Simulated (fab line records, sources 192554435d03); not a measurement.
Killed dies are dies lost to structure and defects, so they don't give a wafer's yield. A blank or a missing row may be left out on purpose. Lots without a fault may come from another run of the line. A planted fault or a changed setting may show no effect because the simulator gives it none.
Chamber matching | flow n5_finfet | N5_BEOL_M7_CURE_74 on uv_cure-01: 3 sister chambers
The step cures SiCOH lowk, time 240 s. 6 wafers are shown with their chamber, then 9 later ones without.

WAFERS WITH THEIR CHAMBER
wafer  | chamber | wafer_temp_C_max | lamp_power_pct (%)
L084.4 | 1       | 386.9            | 52.30
L084.6 | 1       | 386.7            | 52.30
L086.3 | 0       | 387.7            | 52.33
L086.6 | 0       | 387.7            | 52.26
L089.4 | 2       | 386.9            | 52.21
L089.6 | 2       | 386.7            | 52.26

WAFERS WITHOUT THEIR CHAMBER
wafer  | wafer_temp_C_max | lamp_power_pct (%)
L093.3 | 385.9            | 52.30
L093.5 | 387.2            | 52.28
L093.6 | 386.5            | 52.36
L094.2 | 386.9            | 52.34
L094.3 | 386.5            | 52.31
L094.6 | 386.2            | 52.18
L097.2 | 387.4            | 52.38
L097.3 | 387.6            | 52.29
L097.6 | 387.2            | 52.26

WHICH CHAMBER EACH WENT THROUGH
wafer  | from the rows above          | in truth
L093.3 | can't be placed: 1 or 2      | 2
L093.5 | can't be placed: 1 or 2 or 0 | 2
L093.6 | can't be placed: 1 or 2      | 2
L094.2 | can't be placed: 1 or 2      | 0
L094.3 | can't be placed: 1 or 2      | 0
L094.6 | can't be placed: 2 or 1      | 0
L097.2 | 0                            | 0
L097.3 | 0                            | 0
L097.6 | can't be placed: 2 or 1 or 0 | 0
Placed correctly: 2 of 9. Can't be placed from these rows: 7 (the true chamber is among the candidates in 4). Placed wrongly: 0.
How it was worked out, from the rows above alone: a wafer's distance from a chamber is the root of the sum, over the readings, of the square of ((its reading less the chamber's mean) divided by the reading's scatter). The wafer belongs to the nearest chamber; if the next one is less than 2 further off, it can't be placed. A chamber's mean is the mean of its shown wafers. The scatter: the root of (the sum of the squares of (reading less its chamber's mean) over the shown wafers, divided by (wafers less chambers)).
